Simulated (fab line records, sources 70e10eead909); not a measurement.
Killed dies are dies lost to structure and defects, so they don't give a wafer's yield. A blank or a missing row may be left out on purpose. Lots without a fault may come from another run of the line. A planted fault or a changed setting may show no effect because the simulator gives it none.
Which tool did it? | flow nand_harc | 13 lots, 39 wafers sampled, at 5 steps of a route of 1159

WHAT THE GAUGES READ, wafer by wafer
NHARC_END_SORT_01.
lot  | measured     | on        | defect_limited_yield (%) | killed_at_array | killed_at_other | killed_at_periphery | killed_dies | killed_open | killed_short | sort_bin_2_pct (%) | sort_bin_3_pct (%) | sort_bin_4_pct (%) | sort_n_pass | sort_rim_yield_pct (%) | sort_yield_pct (%)
L922 | day 19 15:52 | prober-01 | 96.9 95.7 95.0           | 17 27 28        | 1 1 3           | 3 1 3               | 21 29 34    | 1 3 3       | 1 2 3        | 0.3 2.2 1.5        | 0.30 0.15 0        | 2.5 1.9 3.5        | 656 648 643 | 98.1 98.1 95.3         | 96.9 95.7 95.0
L929 | day 21 01:05 | prober-01 | 0 0 0                    | 17 12 17        | 2 1 1           | 658 664 659         | 677 677 677 | 4 0 2       | 2 1 1        | 97.0 98.5 97.5     | 0 0 0.44           | 3.0 1.5 2.1        | 0 0 0       | 0 0 0                  | 0 0 0
L938 | day 23 13:21 | prober-02 | 0 0 0                    | 28 38 39        | 0 0 0           | 649 639 638         | 677 677 677 | 5 7 7       | 3 1 0        | 97.0 96.5 96.2     | 0.30 0.59 0.30     | 2.7 3.0 3.5        | 0 0 0       | 0 0 0                  | 0 0 0
L940 | day 24 04:05 | prober-01 | 98.2 97.3 96.3           | 10 17 21        | 0 0 1           | 2 1 3               | 12 18 25    | 1 5 3       | 0 0 3        | 0.6 1.3 1.3        | 0.15 0 0.30        | 1.0 1.3 2.1        | 665 659 652 | 99.1 100.0 98.1        | 98.2 97.3 96.3
L943 | day 24 04:56 | prober-02 | 94.4 95.0 93.6           | 32 29 39        | 0 1 0           | 6 4 4               | 38 34 43    | 2 7 1       | 2 1 2        | 1.6 1.5 1.3        | 0.59 0.15 0.74     | 3.4 3.4 4.3        | 639 643 634 | 87.7 94.3 92.5         | 94.4 95.0 93.6
L942 | day 23 20:22 | prober-02 | 96.2 96.2 96.3           | 18 23 24        | 0 0 0           | 8 3 1               | 26 26 25    | 3 3 3       | 1 1 3        | 0.3 0.9 0.9        | 0 0 0.15           | 3.5 3.0 2.7        | 651 651 652 | 98.1 93.4 97.2         | 96.2 96.2 96.3
L944 | day 24 11:54 | prober-01 | 95.7 94.8 95.1           | 19 23 20        | 0 0 0           | 10 12 13            | 29 35 33    | 4 2 4       | 0 2 3        | 1.0 2.2 1.8        | 0.15 0.44 0.15     | 3.1 2.5 3.0        | 648 642 644 | 93.4 95.3 97.2         | 95.7 94.8 95.1

WHICH TOOL RAN EACH LOT (tool, then ch and the chambers of the sampled wafers, then the start)
lot  | NHARC_P_M1_CMP_23             | NHARC_P_M1_PRE_CLEAN_32         | NHARC_P_M1_DEP_33               | NHARC_P_M2_DEP_00
L922 | cmp-01 ch 1,2,3, day 6 10:07  | pecvd-03 ch 0,1,2, day 6 10:40  | pecvd-03 ch 0,1,2, day 6 10:44  | pecvd-01 ch 0,1,2, day 6 11:09
L923 | cmp-01 ch 1,3, day 6 10:31    | pecvd-04 ch 1,2, day 6 11:01    | pecvd-04 ch 1,2, day 6 11:06    | pecvd-03 ch 0,1,2, day 6 11:31
L925 | cmp-04 ch 0,2, day 6 20:48    | pecvd-03 ch 0,1,2, day 6 21:22  | pecvd-03 ch 0,1,2, day 6 21:30  | pecvd-04 ch 1,2, day 6 21:52
L924 | cmp-01 ch 0,1, day 6 21:04    | pecvd-01 ch 0,2, day 6 21:38    | pecvd-01 ch 0,2, day 6 21:43    | pecvd-04 ch 0,1,2, day 6 22:10
L926 | cmp-02 ch 2,3, day 7 08:38    | pecvd-03 ch 0,1, day 7 09:13    | pecvd-03 ch 0,1, day 7 09:19    | pecvd-03 ch 0,1,2, day 7 09:40
L929 | cmp-04 ch 0,1,2, day 7 19:52  | pecvd-04 ch 1,2, day 7 20:23    | pecvd-04 ch 1,2, day 7 20:28    | pecvd-03 ch 0,1,2, day 7 20:55
L927 | cmp-04 ch 0,1,2, day 8 01:34  | pecvd-03 ch 0,2, day 8 02:06    | pecvd-03 ch 0,2, day 8 02:13    | pecvd-04 ch 0,2, day 8 02:35
L938 | cmp-01 ch 0,1,2, day 10 04:40 | pecvd-03 ch 0,1, day 10 05:13   | pecvd-03 ch 0,1, day 10 05:20   | pecvd-04 ch 0,2, day 10 05:47
L940 | cmp-01 ch 0,2,3, day 10 15:55 | pecvd-03 ch 0,1,2, day 10 16:26 | pecvd-03 ch 0,1,2, day 10 16:30 | pecvd-03 ch 0,2, day 10 16:56
L943 | cmp-04 ch 0,3, day 11 02:16   | pecvd-04 ch 0,1,2, day 11 02:52 | pecvd-04 ch 0,1,2, day 11 02:57 | pecvd-04 ch 1,2, day 11 03:36
L942 | cmp-01 ch 0,2,3, day 11 04:25 | pecvd-03 ch 1,2, day 11 04:53   | pecvd-03 ch 1,2, day 11 04:58   | pecvd-03 ch 0,1, day 11 05:25
L944 | cmp-02 ch 0,1,2, day 11 17:15 | pecvd-04 ch 0,1,2, day 11 17:48 | pecvd-04 ch 0,1,2, day 11 17:53 | pecvd-03 ch 0,1,2, day 11 18:17
L945 | cmp-01 ch 1,2, day 12 00:12   | pecvd-04 ch 0,1,2, day 12 00:46 | pecvd-04 ch 0,1,2, day 12 00:53 | pecvd-03 ch 0,1,2, day 12 01:20
- NHARC_P_M1_CMP_23: polishes, t overpolish 20 s, target thk 157.82 nm.
- NHARC_P_M1_PRE_CLEAN_32: time 12 s.
- NHARC_P_M1_DEP_33: deposits SiCN, target thk 30 nm.
- NHARC_P_M2_DEP_00: deposits SiOC, target thk 182.5 nm.

WHAT THE TOOLS THEMSELVES READ (means of the sampled wafers that have a number; where no wafer has one, the mark that the record gives instead)
NHARC_P_M1_CMP_23.
lot  | tool   | motor_current_A (A) | retaining_ring_pressure_frac | time_to_endpoint_s (s)
L922 | cmp-01 | 12.3                | 1.000                        | 29.8
L923 | cmp-01 | 11.7                | 0.999                        | 30.1
L925 | cmp-04 | 13.0                | 1.002                        | 26.8
L924 | cmp-01 | 11.9                | 1.001                        | 30.0
L926 | cmp-02 | 13.3                | 1.003                        | 27.0
L929 | cmp-04 | 12.0                | 0.998                        | 30.7
L927 | cmp-04 | 12.1                | 1.003                        | 27.3
L938 | cmp-01 | 11.6                | 1.001                        | 28.4
L940 | cmp-01 | 11.8                | 0.998                        | 28.0
L943 | cmp-04 | 11.6                | 0.999                        | 26.8
L942 | cmp-01 | 12.1                | 0.996                        | 25.1
L944 | cmp-02 | 11.5                | 0.998                        | 30.5
L945 | cmp-01 | 11.7                | 1.002                        | 27.6

NHARC_P_M1_PRE_CLEAN_32.
lot  | tool     | heater_power_w (W)
L922 | pecvd-03 | 641
L923 | pecvd-04 | 699
L925 | pecvd-03 | 671
L924 | pecvd-01 | 607
L926 | pecvd-03 | 734
L929 | pecvd-04 | 714
L927 | pecvd-03 | 682
L938 | pecvd-03 | 659
L940 | pecvd-03 | 613
L943 | pecvd-04 | 581
L942 | pecvd-03 | 585
L944 | pecvd-04 | 605
L945 | pecvd-04 | 636

NHARC_P_M1_DEP_33.
lot  | tool     | heater_power_w (W)
L922 | pecvd-03 | 593
L923 | pecvd-04 | 627
L925 | pecvd-03 | 586
L924 | pecvd-01 | 574
L926 | pecvd-03 | 670
L929 | pecvd-04 | 633
L927 | pecvd-03 | 611
L938 | pecvd-03 | 700
L940 | pecvd-03 | 596
L943 | pecvd-04 | 542
L942 | pecvd-03 | 583
L944 | pecvd-04 | 585
L945 | pecvd-04 | 561

THE ANSWER, worked out from the rows above alone
Rule: what is usual is taken from the lots themselves. Put in order of their means at a reading, lots are off if they are a third of the lots or fewer, leave a main group of 4 or more, and stand apart from it by a gap of 3 or more times the standard deviation of the main group's means; of several such gaps the widest counts. A main group whose means are all the same, to the digits that the tables above print for the reading, isn't used. A lot without any number at a reading at which 4 lots or more have one is off too. The other lots that the step has rows for count as sound. The gauges are gone through in route order, then the tools' own readings, and for those a lot's mean is taken as printed above. The first step at which some lot is off is used, and at that step the reading that is off furthest; a lot without a number counts as furthest.
Off: L929, L938, at NHARC_END_SORT_01 (sort_bin_2_pct). The main group: mean 1.2 %, standard deviation 0.34. Neither off nor sound, because the step has no rows for them: L923, L925, L924, L926, L927, L945.
A tool fits if, at a process step before that reading, it ran every lot that is off, and no sound lot after the first of them. The gauges at NHARC_END_SORT_01 are tried like those tools. None of those tried fits.

WHAT THE SIMULATOR HAD PUT IN
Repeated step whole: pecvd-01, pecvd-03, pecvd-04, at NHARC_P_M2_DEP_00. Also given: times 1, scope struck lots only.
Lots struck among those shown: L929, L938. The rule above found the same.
